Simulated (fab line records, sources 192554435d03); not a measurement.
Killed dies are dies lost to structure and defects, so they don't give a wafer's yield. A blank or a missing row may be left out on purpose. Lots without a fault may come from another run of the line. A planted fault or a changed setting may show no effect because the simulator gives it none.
Chamber matching | flow n5_finfet | N5_BEOL_M5_PRE_CLEAN_77 on cvd_co-02: 3 sister chambers
The step time 15 s. 6 wafers are shown with their chamber, then 12 later ones without.

WAFERS WITH THEIR CHAMBER
wafer  | chamber | heater_power_w (W)
L088.1 | 2       | 82
L087.5 | 0       | 104
L087.6 | 1       | 125
L089.1 | 2       | 83
L089.3 | 1       | 125
L089.6 | 0       | 103

WAFERS WITHOUT THEIR CHAMBER
wafer  | heater_power_w (W)
L091.1 | 82
L091.3 | 101
L091.4 | 128
L090.2 | 127
L090.3 | 101
L090.6 | 124
L092.1 | 128
L092.3 | 84
L092.6 | 125
L096.1 | 102
L096.3 | 83
L096.4 | 82

WHICH CHAMBER EACH WENT THROUGH
wafer  | from the rows above | in truth
L091.1 | 2                   | 2
L091.3 | 0                   | 0
L091.4 | 1                   | 1
L090.2 | 1                   | 1
L090.3 | 0                   | 0
L090.6 | 1                   | 1
L092.1 | 1                   | 1
L092.3 | 2                   | 2
L092.6 | 1                   | 1
L096.1 | 0                   | 0
L096.3 | 2                   | 2
L096.4 | 2                   | 2
Placed correctly: 12 of 12. Can't be placed from these rows: 0. Placed wrongly: 0.
How it was worked out, from the rows above alone: a wafer's distance from a chamber is the root of the sum, over the readings, of the square of ((its reading less the chamber's mean) divided by the reading's scatter). The wafer belongs to the nearest chamber; if the next one is less than 2 further off, it can't be placed. A chamber's mean is the mean of its shown wafers. The scatter: the root of (the sum of the squares of (reading less its chamber's mean) over the shown wafers, divided by (wafers less chambers)).
